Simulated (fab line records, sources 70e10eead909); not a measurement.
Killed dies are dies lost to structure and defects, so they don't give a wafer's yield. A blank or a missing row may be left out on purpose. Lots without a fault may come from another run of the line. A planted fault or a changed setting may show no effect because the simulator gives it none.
Which tool did it? | flow nand_harc | 12 lots, 36 wafers sampled, at 7 steps of a route of 1159

WHAT THE GAUGES READ, wafer by wafer
NHARC_P_STI_OVL_MEAS_10.
lot  | measured    | on         | overlay_x_nm (nm) | overlay_y_nm (nm)
L397 | day 2 10:52 | overlay-01 | 4 4 4             | -1 -1 0
L399 | day 2 22:03 | overlay-01 | 3 4 4             | 5 6 6
L401 | day 3 12:27 | overlay-02 | -7 -7 -7          | -2 -2 -1
L404 | day 4 04:41 | overlay-01 | 2 2 2             | 1 1 1
L413 | day 6 11:41 | overlay-02 | 3 3 3             | -2 -2 -1
L412 | day 6 11:50 | overlay-01 | -2 -2 -2          | 2 2 2
L414 | day 6 19:57 | overlay-02 | 4 4 4             | 4 3 3
L416 | day 7 05:10 | overlay-02 | -8 -8 -7          | -1 -2 -2
L417 | day 7 11:03 | overlay-01 | 0 0 0             | 7 7 7
L418 | day 7 17:11 | overlay-02 | 4 4 4             | -4 -4 -4
L419 | day 7 23:34 | overlay-02 | -2 -1 -2          | 2 2 2
L420 | day 8 06:25 | overlay-01 | -1 -2 -2          | 3 2 2

NHARC_P_STI_OCD_MEAS_17.
lot  | measured    | on     | trench_depth_nm (nm) | trench_foot_cd_nm (nm)
L397 | day 2 11:37 | ocd-01 | 303 295 294          | 159.6 155.2 159.9
L399 | day 2 22:45 | ocd-02 | 306 298 306          | 158.8 155.3 157.5
L401 | day 3 13:09 | ocd-01 | 304 304 301          | 160.9 158.1 156.9
L404 | day 4 05:26 | ocd-02 | 298 303 301          | 160.4 158.6 157.3
L413 | day 6 12:23 | ocd-01 | 0 0 0                | - - -
L412 | day 6 12:34 | ocd-02 | 0 0 0                | - - -
L414 | day 6 20:40 | ocd-02 | 0 0 0                | - - -
L416 | day 7 05:52 | ocd-02 | 298 298 301          | 157.4 157.9 158.4
L417 | day 7 11:44 | ocd-01 | 295 301 301          | 159.8 158.3 161.6
L418 | day 7 17:53 | ocd-01 | 307 297 299          | 160.5 155.8 159.3
L419 | day 8 00:18 | ocd-01 | 300 300 293          | 160.1 158.0 158.0
L420 | day 8 07:12 | ocd-02 | 301 296 301          | 153.8 155.2 158.2

NHARC_P_STI_OCD_MEAS_43.
lot  | measured    | on     | trench_depth_nm (nm) | trench_foot_cd_nm (nm)
L397 | day 2 12:07 | ocd-01 | 303 296 294          | 159.2 156.1 160.4
L399 | day 2 23:15 | ocd-02 | 305 299 306          | 158.7 155.6 157.7
L401 | day 3 13:40 | ocd-02 | 304 304 302          | 161.2 158.3 157.0
L404 | day 4 05:56 | ocd-01 | 299 302 301          | 160.9 158.6 157.7
L413 | day 6 12:53 | ocd-01 | 0 0 0                | - - -
L412 | day 6 13:06 | ocd-02 | 0 0 0                | - - -
L414 | day 6 21:11 | ocd-02 | 0 0 0                | - - -
L416 | day 7 06:22 | ocd-01 | 298 298 301          | 157.2 157.8 159.3
L417 | day 7 12:15 | ocd-02 | 295 301 301          | 159.6 158.7 161.8
L418 | day 7 18:24 | ocd-02 | 307 297 299          | 160.7 155.9 159.2
L419 | day 8 00:49 | ocd-02 | 300 300 292          | 160.0 158.6 158.3
L420 | day 8 07:43 | ocd-02 | 301 296 301          | 153.5 155.2 157.4

NHARC_P_GATE_OVL_MEAS_27.
lot  | measured     | on         | overlay_x_nm (nm) | overlay_y_nm (nm)
L397 | day 4 15:49  | overlay-01 | 0.6 1.1 0.5       | -0.1 -1.1 -0.8
L399 | day 5 03:53  | overlay-02 | 0.9 1.1 0.1       | 0.4 1.0 0.6
L401 | day 5 14:46  | overlay-02 | -0.6 -0.8 -1.2    | -1.1 -0.9 -0.4
L404 | day 6 08:19  | overlay-01 | -0.6 -0.5 -0.7    | -0.4 -0.9 -0.5
L416 | day 9 11:13  | overlay-02 | -1.6 -0.7 -1.1    | -1.0 -0.4 -0.6
L417 | day 9 11:09  | overlay-01 | 0.4 1.1 0.9       | -0.8 -0.7 -1.6
L418 | day 10 00:56 | overlay-02 | -0.4 -0.4 -0.8    | 0.0 -0.3 0.1
L419 | day 10 09:02 | overlay-01 | 0.8 0.8 0.9       | 0.1 -0.2 0.0
L420 | day 10 14:37 | overlay-01 | -0.3 -0.1 -0.2    | 0.8 0.6 0.8

NHARC_END_SORT_01.
lot  | measured     | on        | killed_at_array | killed_at_other | killed_at_periphery | killed_dies | killed_open | killed_short
L413 | day 23 15:52 | prober-02 | 12 18 10        | 0 0 2           | 665 659 665         | 677 677 677 | 2 6 1       | 2 3 1
L412 | day 23 07:30 | prober-01 | 24 28 19        | 1 1 0           | 652 648 658         | 677 677 677 | 2 3 3       | 3 3 1
L414 | day 23 23:44 | prober-02 | 16 16 13        | 2 0 0           | 659 661 664         | 677 677 677 | 6 6 2       | 3 2 3

WHICH TOOL RAN EACH LOT (tool, then ch and the chambers of the sampled wafers, then the start)
lot  | NHARC_P_STI_ETCH_15             | NHARC_P_GATE_ETCH_32
L397 | rie_si-04 ch 2,3, day 2 11:22   | rie_si-05 ch 0,2,3, day 4 16:22
L399 | rie_si-02 ch 1,2, day 2 22:31   | rie_si-06 ch 0,2, day 5 04:57
L401 | rie_si-03 ch 0,1,2, day 3 12:55 | rie_si-06 ch 0,1,3, day 5 15:23
L404 | rie_si-03 ch 1,2, day 4 05:11   | rie_si-06 ch 0,1,2, day 6 08:53
L413 | rie_si-03 ch 0,1,2, day 6 12:10 | -
L412 | rie_si-02 ch 1,3, day 6 12:19   | -
L414 | rie_si-04 ch 0,2,3, day 6 20:25 | -
L416 | rie_si-03 ch 0,1,3, day 7 05:38 | rie_si-05 ch 0,1, day 9 11:55
L417 | rie_si-04 ch 2,3, day 7 11:29   | rie_si-01 ch 1,2,3, day 9 11:43
L418 | rie_si-04 ch 0,1,2, day 7 17:38 | rie_si-06 ch 0,1,3, day 10 01:34
L419 | rie_si-03 ch 2,3, day 8 00:03   | rie_si-06 ch 2,3, day 10 09:35
L420 | rie_si-02 ch 0,2, day 8 06:55   | rie_si-01 ch 1,3, day 10 15:34
- NHARC_P_STI_ETCH_15: etches the open film in HBr/Cl2, target depth 300 nm, time 100.1 s.
- NHARC_P_GATE_ETCH_32: etches the open film in HBr/Cl2, target depth 150 nm, time 100.1 s.

WHAT THE TOOLS THEMSELVES READ (means of the sampled wafers that have a number; where no wafer has one, the mark that the record gives instead)
NHARC_P_STI_ETCH_15.
lot  | tool      | bias_w (W) | chamber_pressure_mTorr (mTorr) | drypump_motor_current_A (A) | oes_product_au (a.u.) | throttle_valve_pct (%)
L397 | rie_si-04 | 100.24     | 14.987                         | 5.7                         | 0.992                 | 26.408
L399 | rie_si-02 | 100.19     | 14.988                         | 5.5                         | 1.005                 | 26.414
L401 | rie_si-03 | 99.98      | 15.005                         | 6.1                         | 1.008                 | 26.401
L404 | rie_si-03 | 99.78      | 14.991                         | 6.0                         | 1.005                 | 26.401
L413 | rie_si-03 | -          | -                              | -                           | -                     | -
L412 | rie_si-02 | -          | -                              | -                           | -                     | -
L414 | rie_si-04 | -          | -                              | -                           | -                     | -
L416 | rie_si-03 | 100.23     | 14.993                         | 6.4                         | 1.000                 | 26.409
L417 | rie_si-04 | 99.80      | 15.004                         | 6.0                         | 0.998                 | 26.401
L418 | rie_si-04 | 100.03     | 14.992                         | 5.7                         | 0.996                 | 26.395
L419 | rie_si-03 | 100.04     | 15.011                         | 6.4                         | 0.992                 | 26.403
L420 | rie_si-02 | 99.78      | 15.000                         | 5.6                         | 0.998                 | 26.406

NHARC_P_GATE_ETCH_32.
lot  | tool      | bias_w (W) | chamber_pressure_mTorr (mTorr) | drypump_motor_current_A (A) | oes_product_au (a.u.) | throttle_valve_pct (%)
L397 | rie_si-05 | 100.03     | 15.005                         | 5.6                         | 0.996                 | 26.406
L399 | rie_si-06 | 99.80      | 15.008                         | 6.0                         | 0.998                 | 26.406
L401 | rie_si-06 | 99.42      | 15.000                         | 5.5                         | 1.000                 | 26.404
L404 | rie_si-06 | 100.03     | 14.986                         | 5.6                         | 0.995                 | 26.416
L416 | rie_si-05 | 99.55      | 15.012                         | 5.9                         | 0.997                 | 26.409
L417 | rie_si-01 | 100.15     | 15.003                         | 5.9                         | 0.992                 | 26.402
L418 | rie_si-06 | 100.08     | 15.009                         | 5.5                         | 0.987                 | 26.413
L419 | rie_si-06 | 100.07     | 15.007                         | 5.5                         | 1.002                 | 26.406
L420 | rie_si-01 | 100.17     | 14.993                         | 5.9                         | 1.003                 | 26.403

THE ANSWER, worked out from the rows above alone
Rule: what is usual is taken from the lots themselves. Put in order of their means at a reading, lots are off if they are a third of the lots or fewer, leave a main group of 4 or more, and stand apart from it by a gap of 3 or more times the standard deviation of the main group's means; of several such gaps the widest counts. A main group whose means are all the same, to the digits that the tables above print for the reading, isn't used. A lot without any number at a reading at which 4 lots or more have one is off too. The other lots that the step has rows for count as sound. The gauges are gone through in route order, then the tools' own readings, and for those a lot's mean is taken as printed above. The first step at which some lot is off is used, and at that step the reading that is off furthest; a lot without a number counts as furthest.
Off: L413, L412, L414, at NHARC_P_STI_OCD_MEAS_17 (trench_foot_cd_nm). Without a number there: L413, L412, L414. The main group: mean 158.2 nm, standard deviation 1.1.
A tool fits if, at a process step before that reading, it ran every lot that is off, and no sound lot after the first of them. The gauges at NHARC_P_STI_OCD_MEAS_17 aren't tried: what is off there is off at NHARC_P_STI_ETCH_15 too, on other tools, and a gauge's error can't cause that. None of those tried fits.

WHAT THE SIMULATOR HAD PUT IN
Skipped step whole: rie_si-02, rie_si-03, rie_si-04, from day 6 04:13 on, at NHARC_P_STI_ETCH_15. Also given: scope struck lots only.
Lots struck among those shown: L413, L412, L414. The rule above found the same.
